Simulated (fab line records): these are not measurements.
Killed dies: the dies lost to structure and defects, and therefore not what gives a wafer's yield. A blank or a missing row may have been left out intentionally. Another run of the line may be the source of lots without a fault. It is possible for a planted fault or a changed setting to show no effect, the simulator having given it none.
Which tool was responsible?    flow n5Finfet    6 lots, 18 wafers sampled, at 9 steps of a route of 1938

== WHAT EACH GAUGE READ, for each wafer ==
N5_BEOL_M4_RC_MEAS_101. Usual: DIBL_N 37.2 mV/V, standard deviation 1.8; DIBL_P 37.5 mV/V, standard deviation 2.5; IOFF_N 0.17 nA/um, standard deviation 0.038; IOFF_P 0.24 nA/um, standard deviation 0.046; ION_N 681 uA/um, standard deviation 13; ION_P 469 uA/um, standard deviation 8.5; SS_N 71.7 mV/dec, standard deviation 0.6; SS_P 73.6 mV/dec, standard deviation 0.69; VT_N 249 mV, standard deviation 3.4; VT_P -248 mV, standard deviation 3.6.
lot   measured      on         DIBL_N (mV/V)   DIBL_P (mV/V)   IOFF_N (nA/um)  IOFF_P (nA/um)  ION_N (uA/um)  ION_P (uA/um)  SS_N (mV/dec)   SS_P (mV/dec)   VT_N (mV)    VT_P (mV)       flag
L923  day 8 21:31   prober-02  36.7 37.9 40.3  36.6 37.4 40.6  0.16 0.17 0.22  0.24 0.26 0.33  676 683 685    470 478 479    72.1 71.4 73.2  73.6 73.4 75.0  251 247 244  -246 -243 -242  
L929  day 10 18:56  prober-02  38.3 38.7 36.6  38.1 39.1 35.9  0.19 0.21 0.15  0.25 0.25 0.21  679 701 673    466 474 462    72.0 71.2 71.4  74.4 74.9 73.6  249 244 250  -248 -248 -250  
L936  day 12 05:27  prober-01  34.8 34.9 36.9  36.4 35.9 38.6  0.14 0.14 0.18  0.19 0.19 0.25  661 652 671    455 452 465    71.1 71.2 71.7  73.7 73.2 73.7  252 251 250  -253 -251 -248  
L939  day 13 03:20  prober-01  36.4 36.6 33.9  38.0 38.8 35.6  0.17 0.17 0.13  0.22 0.24 0.19  691 678 674    475 468 468    71.8 71.1 70.4  73.3 73.9 72.5  250 249 254  -250 -247 -249  
L941  day 13 07:25  prober-01  36.3 38.2 33.9  36.7 38.6 33.7  0.16 0.20 0.13  0.23 0.26 0.19  683 699 671    468 476 461    71.2 72.2 71.0  73.2 73.8 73.2  248 248 252  -248 -248 -251  
L942  day 13 10:23  prober-02  36.8 37.9 37.2  36.5 38.9 37.1  0.16 0.18 0.15  0.23 0.25 0.23  674 683 671    467 465 462    72.0 71.8 72.8  72.8 73.7 73.4  250 247 253  -247 -248 -248  

N5_BEOL_M9_CD_MEAS_18: pitch 140 nm, target cd 70 nm. Usual: cdNm at 69.9 nm, with a standard deviation of 0.64.
lot   measured      on        cdNm (nm)       flag
L923  day 10 11:42  cdSem-03  69.1 69.7 70.1  
L929  day 12 15:34  cdSem-02  69.9 69.4 70.3  
L936  day 14 01:08  cdSem-02  71.1 70.2 70.2  
L939  day 15 04:13  cdSem-03  70.5 71.7 69.9  
L941  day 15 04:19  cdSem-03  69.5 69.7 69.3  
L942  day 15 01:46  cdSem-02  70.5 70.0 70.2  

N5_BEOL_M9_OCD_MEAS_38. Usual: trenchDepthNm at 151.1 nm, with a standard deviation of 2.4.
lot   measured      on      trenchDepthNm (nm)  flag
L923  day 10 15:16  ocd-02  148.7 147.6 147.0   
L929  day 12 17:19  ocd-02  89.1 151.8 89.1     OFF
L936  day 14 03:29  ocd-02  147.7 147.5 150.3   
L939  day 15 06:41  ocd-01  149.7 150.9 151.6   
L941  day 15 07:28  ocd-01  148.3 152.6 150.7   
L942  day 15 02:53  ocd-02  151.6 149.7 152.2   

N5_BEOL_M9_THK_MEAS_53: measures by xrf. Usual: M9_THK 136 nm, standard deviation 3.
lot   measured      on            M9_THK (nm)  flag
L923  day 10 19:04  filmMetro-01  133 132 132  
L929  day 12 20:00  filmMetro-01  74 136 76    OFF
L936  day 14 05:58  filmMetro-02  133 131 134  
L939  day 15 09:29  filmMetro-02  133 137 137  
L941  day 15 09:45  filmMetro-01  136 140 137  
L942  day 15 04:56  filmMetro-01  137 132 139  

N5_BEOL_M9_RS_MEAS_57: uses a four-point probe to measure. Usual: M9_RS 0.151 ohm/sq, standard deviation 0.0033.
lot   measured      on            M9_RS (ohm/sq)     flag
L923  day 10 19:14  filmMetro-01  0.154 0.157 0.156  
L929  day 12 20:08  filmMetro-01  0.300 0.150 0.292  OFF
L936  day 14 06:07  filmMetro-01  0.155 0.158 0.154  
L939  day 15 09:37  filmMetro-01  0.155 0.151 0.151  
L941  day 15 09:54  filmMetro-02  0.153 0.148 0.150  
L942  day 15 05:05  filmMetro-02  0.151 0.156 0.147  

N5_BEOL_M15_RC_MEAS_101. Usual: COMB_M10 1.5e-11 S/m, standard deviation 3e-12; COMB_M11 1.41e-11 S/m, standard deviation 3e-12; COMB_M12 6.4e-12 S/m, standard deviation 1.1e-12; COMB_M13 4.8e-12 S/m, standard deviation 1.1e-12; COMB_M14 3.6e-12 S/m, standard deviation 8.7e-13; COMB_M14_max_site 5.2e-12 S/m, standard deviation 1.3e-12; COMB_M15 2.5e-12 S/m, standard deviation 5.7e-13; COMB_M5 3.5e-11 S/m, standard deviation 7.7e-12; COMB_M6 2.5e-11 S/m, standard deviation 4.7e-12; COMB_M7 2.6e-11 S/m, standard deviation 5.9e-12; COMB_M8 2.6e-11 S/m, standard deviation 6.1e-12; SERP_M10 3.07 ohm/um, standard deviation 0.092; SERP_M11 3.06 ohm/um, standard deviation 0.088; SERP_M12 0.633 ohm/um, standard deviation 0.015; SERP_M13 0.308 ohm/um, standard deviation 0.0076; SERP_M14 0.162 ohm/um, standard deviation 0.0046; SERP_M5 39.2 ohm/um, standard deviation 1.6; SERP_M5_max_site 40.7 ohm/um, standard deviation 1.8; SERP_M6 13.8 ohm/um, standard deviation 0.53; SERP_M7 13.6 ohm/um, standard deviation 0.53; SERP_M8 14.0 ohm/um, standard deviation 0.68; SERP_M8_max_site 14.5 ohm/um, standard deviation 0.76; SERP_M9 3.08 ohm/um, standard deviation 0.085; SERP_M9_max_site 3.16 ohm/um, standard deviation 0.094.
lot   measured      on         COMB_M10 (S/m)           COMB_M11 (S/m)              COMB_M12 (S/m)           COMB_M13 (S/m)           COMB_M14 (S/m)           COMB_M14_max_site (S/m)  COMB_M15 (S/m)           COMB_M5 (S/m)            COMB_M6 (S/m)            COMB_M7 (S/m)            COMB_M8 (S/m)            SERP_M10 (ohm/um)  SERP_M11 (ohm/um)  SERP_M12 (ohm/um)  SERP_M13 (ohm/um)  SERP_M14 (ohm/um)  SERP_M5 (ohm/um)  SERP_M5_max_site (ohm/um)  SERP_M6 (ohm/um)  SERP_M7 (ohm/um)  SERP_M8 (ohm/um)  SERP_M8_max_site (ohm/um)  SERP_M9 (ohm/um)  SERP_M9_max_site (ohm/um)  flag
L923  day 12 12:51  prober-02  1.6e-11 1.6e-11 1.4e-11  1.6e-11 2.08e-11 1.79e-11   8.2e-12 6.3e-12 7.8e-12  5.9e-12 5.5e-12 4.4e-12  3.9e-12 3.5e-12 2.9e-12  6.4e-12 4.1e-12 4.8e-12  2.3e-12 2.6e-12 2.3e-12  4.6e-11 3.9e-11 3.8e-11  1.4e-11 1.8e-11 1.8e-11  2.2e-11 2.2e-11 2.6e-11  2.4e-11 2.6e-11 2.5e-11  3.17 3.26 3.15     3.03 3.12 3.18     0.601 0.637 0.597  0.317 0.317 0.319  0.167 0.156 0.161  38.7 37.6 38.0    42.1 38.1 40.3             13.8 14.5 13.5    13.9 14.7 13.9    13.6 12.6 13.3    14.1 13.1 13.4             3.21 3.27 3.16    3.29 3.34 3.22             
L929  day 14 12:14  prober-02  1.3e-11 1.6e-11 1.7e-11  8e-12 1.19e-11 1.02e-11     6.7e-12 6.1e-12 4.7e-12  6e-12 7.7e-12 4e-12      2.6e-12 3e-12 3.5e-12    4.2e-12 4e-12 4.1e-12    2.1e-12 1.9e-12 3.8e-12  3.8e-11 3.3e-11 4.4e-11  1.5e-11 2.6e-11 2.8e-11  2.7e-11 3.2e-11 2e-11    2.9e-11 1.9e-11 2.1e-11  2.93 2.91 3.08     3.01 3.17 3.10     0.633 0.635 0.632  0.300 0.306 0.298  0.160 0.161 0.157  42.1 37.6 39.2    43.1 39.4 40.4             13.6 13.5 13.8    12.7 12.8 12.4    13.6 13.5 13.5    15.0 13.9 14.5             6.06 3.05 5.96    6.11 3.11 6.01             OFF
L936  day 15 15:26  prober-01  1.9e-11 1.3e-11 1.6e-11  9.7e-12 1.04e-11 1.43e-11   9.1e-12 7.6e-12 8.5e-12  4.1e-12 2.8e-12 5e-12    3.1e-12 2.8e-12 2.5e-12  4.5e-12 5e-12 3.7e-12    2.8e-12 2.2e-12 3.6e-12  2.4e-11 3.5e-11 2.5e-11  2.3e-11 2e-11 3.2e-11    2.2e-11 2.8e-11 2.8e-11  2.1e-11 2.9e-11 2.5e-11  2.87 2.95 3.04     3.05 2.93 2.98     0.633 0.627 0.640  0.301 0.308 0.299  0.164 0.169 0.167  37.1 39.1 38.6    38.6 39.5 39.1             13.5 13.0 13.1    13.4 13.8 13.8    14.3 14.0 14.2    14.8 14.9 14.8             3.04 3.10 3.06    3.08 3.30 3.13             
L939  day 17 02:02  prober-01  1.9e-11 1.6e-11 1.3e-11  9.5e-12 1.39e-11 1.46e-11   7.2e-12 5e-12 6.8e-12    4.4e-12 6.3e-12 5.4e-12  3.9e-12 4.3e-12 5.3e-12  4.7e-12 6.1e-12 9e-12    2.4e-12 2.4e-12 2.9e-12  5.2e-11 4.5e-11 4e-11    2.8e-11 2.4e-11 2e-11    2.8e-11 2.3e-11 2.3e-11  2.4e-11 1.6e-11 2.8e-11  3.16 3.09 3.11     3.16 3.04 3.00     0.621 0.621 0.639  0.315 0.320 0.316  0.159 0.164 0.167  35.6 37.7 36.6    36.3 39.5 37.2             13.1 13.4 14.2    13.6 14.2 14.1    15.3 15.6 15.4    15.7 16.8 16.0             3.10 2.96 3.02    3.19 2.98 3.12             
L941  day 17 02:58  prober-01  1.1e-11 1e-11 1.4e-11    1.56e-11 1.57e-11 1.21e-11  6.1e-12 8.3e-12 7.1e-12  5.4e-12 5.8e-12 6.1e-12  4.3e-12 3.7e-12 3.1e-12  5.4e-12 4.2e-12 5.5e-12  2.2e-12 2.2e-12 2.5e-12  2e-11 3.4e-11 2.7e-11    2.6e-11 2.9e-11 2.8e-11  2.1e-11 2.7e-11 2.1e-11  1.9e-11 2.3e-11 2.4e-11  3.06 2.88 3.03     3.07 3.23 3.08     0.631 0.656 0.628  0.306 0.299 0.304  0.154 0.152 0.160  39.3 37.7 38.3    40.9 39.4 39.3             13.9 13.9 14.8    14.5 14.8 13.8    13.3 13.9 13.9    13.6 14.7 14.5             3.13 3.02 3.12    3.28 3.16 3.17             
L942  day 17 02:37  prober-02  1.6e-11 1.9e-11 1.7e-11  1.53e-11 1.66e-11 1.47e-11  6.3e-12 5.4e-12 4.7e-12  4.2e-12 4.3e-12 5.7e-12  2.2e-12 3.3e-12 2.8e-12  3e-12 4.3e-12 4.3e-12    2.4e-12 2.5e-12 2.4e-12  3.2e-11 3.5e-11 2.5e-11  2.2e-11 2.7e-11 2e-11    2e-11 1.9e-11 2.3e-11    3e-11 2.5e-11 3e-11      3.18 3.18 3.07     3.12 2.96 2.96     0.634 0.641 0.624  0.307 0.315 0.311  0.157 0.166 0.154  37.3 36.9 38.1    37.9 38.1 41.0             13.5 14.0 13.1    13.3 13.2 13.7    13.5 13.6 13.0    14.0 14.0 13.5             3.02 3.18 3.01    3.08 3.22 3.07             

== EACH LOT AND THE TOOL THAT RAN IT (in order: tool; ch and the chambers of the sampled wafers; start) ==
lot   N5_BEOL_M9_TRENCH_ETCH_37          N5_BEOL_M9_ETCH_41                            N5_BEOL_M9_DEGAS_44
L923  rieDiel-02 ch 0,2, day 10 15:05    rieDiel-02 ch 0,2, day 10 15:16 or earlier    pvdSputter-01, day 10 15:50
L929  rieDiel-02 ch 1,3, day 12 17:09    rieDiel-02 ch 1,3, day 12 17:19 or earlier    pvdSputter-02, day 12 18:21
L936  rieDiel-05 ch 0,1,3, day 14 03:19  rieDiel-05 ch 0,1,3, day 14 03:29 or earlier  pvdSputter-03, day 14 04:02
L939  rieDiel-02 ch 1,2, day 15 06:31    rieDiel-02 ch 1,2, day 15 06:41 or earlier    pvdSputter-03, day 15 07:43
L941  rieDiel-05 ch 0,1,2, day 15 07:18  rieDiel-05 ch 0,1,2, day 15 07:28 or earlier  pvdSputter-01, day 15 08:04
L942  rieDiel-05 ch 1,2, day 15 02:43    rieDiel-05 ch 1,2, day 15 02:53 or earlier    pvdSputter-03, day 15 03:29
- N5_BEOL_M9_TRENCH_ETCH_37: etches SiCOH lowk in C4F6/O2, target depth 151.43 nm, time 49 s.
- N5_BEOL_M9_ETCH_41: etches SiCN in CH3F/O2, target depth 36.6 nm, time 70.1 s.
- N5_BEOL_M9_DEGAS_44: time 60 s.

== WHAT THE TOOLS THEMSELVES READ (means of the sampled wafers that have a number; where no wafer has one, the mark that the record gives instead) ==
N5_BEOL_M9_TRENCH_ETCH_37. Usual: O2_flow_sccm 10.00 sccm, standard deviation 0.03; drypumpMotorCurrentA 5.8 A, standard deviation 0.38; oes_f_703_au 0.79 a.u., standard deviation 0.087; oesProductAu 0.80 a.u., standard deviation 0.092; rfFwdPowerW 341.3 W, standard deviation 1.4; rfVppV 665 V, standard deviation 12; runLengthS 72.3 s, standard deviation 0.47; showerheadPlenumPTorr 2.87 Torr, standard deviation 0.072; throttleValvePct 21.08 %, standard deviation 0.29.
lot   tool        O2_flow_sccm (sccm)  drypumpMotorCurrentA (A)  oes_f_703_au (a.u.)  oesProductAu (a.u.)  rfFwdPowerW (W)  rfVppV (V)  runLengthS (s)  showerheadPlenumPTorr (Torr)  throttleValvePct (%)  flag
L923  rieDiel-02  9.99                 6.0                       0.71                 0.71                 340.4            673         72.9            2.87                          21.36                 
L929  rieDiel-02  9.99                 6.1                       0.86                 0.87                 344.7            666         58.8            2.93                          20.87                 OFF
L936  rieDiel-05  10.00                5.6                       0.75                 0.75                 341.7            664         72.0            2.87                          21.29                 
L939  rieDiel-02  10.02                6.2                       0.82                 0.84                 340.8            664         72.4            2.94                          20.95                 
L941  rieDiel-05  10.05                5.6                       0.77                 0.77                 341.7            653         72.1            2.83                          21.15                 
L942  rieDiel-05  9.99                 5.9                       0.78                 0.77                 341.5            654         72.3            2.83                          21.05                 

N5_BEOL_M9_ETCH_41. Usual: O2_flow_sccm 19.99 sccm, standard deviation 0.063; drypumpMotorCurrentA 5.8 A, standard deviation 0.38; oesProductAu 0.80 a.u., standard deviation 0.092; rfFwdPowerW 391.8 W, standard deviation 1.3; rfVppV 297.7 V, standard deviation 1.3; runLengthS 93.4 s, standard deviation 0.47; showerheadPlenumPTorr 2.02 Torr, standard deviation 0.053; throttleValvePct 16.44 %, standard deviation 0.29.
lot   tool        O2_flow_sccm (sccm)  drypumpMotorCurrentA (A)  oesProductAu (a.u.)  rfFwdPowerW (W)  rfVppV (V)  runLengthS (s)  showerheadPlenumPTorr (Torr)  throttleValvePct (%)  flag
L923  rieDiel-02  19.99                6.0                       0.70                 390.5            298.1       93.7            2.02                          16.71                 
L929  rieDiel-02  19.94                6.1                       0.87                 392.8            298.3       93.5            2.06                          16.28                 
L936  rieDiel-05  19.95                5.5                       0.76                 393.1            297.2       93.0            2.01                          16.60                 
L939  rieDiel-02  20.00                6.2                       0.84                 390.6            298.7       93.7            2.08                          16.32                 
L941  rieDiel-05  19.99                5.6                       0.76                 392.0            297.1       93.4            1.99                          16.50                 
L942  rieDiel-05  19.93                5.9                       0.77                 391.6            297.7       93.4            1.99                          16.38                 

N5_BEOL_M9_DEGAS_44. Usual: heaterPowerW at 335 W, with a standard deviation of 35.
lot   tool           heaterPowerW (W)  flag
L923  pvdSputter-01  338               
L929  pvdSputter-02  358               
L936  pvdSputter-03  280               
L939  pvdSputter-03  334               
L941  pvdSputter-01  325               
L942  pvdSputter-03  308               

== THE ANSWER, worked out from the rows above alone ==
Rule: take the mean of a lot's wafers that have a number; if it is more than 3 standard deviations from the usual mean, the lot is off. A lot without any number at a reading at which 4 lots or more have one is off too. Where the step has rows for the other lots, those lots are counted as sound. After the gauges, taken in route order, come the tools' own readings; for these a lot's mean is taken, as printed above. The first step at which some lot is off is used, and at that step the reading that is off furthest; a lot without a number counts as furthest.
Off: L929, at N5_BEOL_M9_OCD_MEAS_38 (trenchDepthNm).
If a tool, at a process step before that reading, ran all the lots that are off and no sound lot after the first of them, it fits. The gauges at N5_BEOL_M9_OCD_MEAS_38 aren't tried: what is off there is off at N5_BEOL_M9_THK_MEAS_53 too, on other tools, and a gauge's error can't cause that. With no start given for some of its lots, N5_BEOL_M9_ETCH_41 uses the hours and lot order of N5_BEOL_M9_OCD_MEAS_38. No candidate that was tried fits.

== WHAT HAD BEEN PUT IN BY THE SIMULATOR ==
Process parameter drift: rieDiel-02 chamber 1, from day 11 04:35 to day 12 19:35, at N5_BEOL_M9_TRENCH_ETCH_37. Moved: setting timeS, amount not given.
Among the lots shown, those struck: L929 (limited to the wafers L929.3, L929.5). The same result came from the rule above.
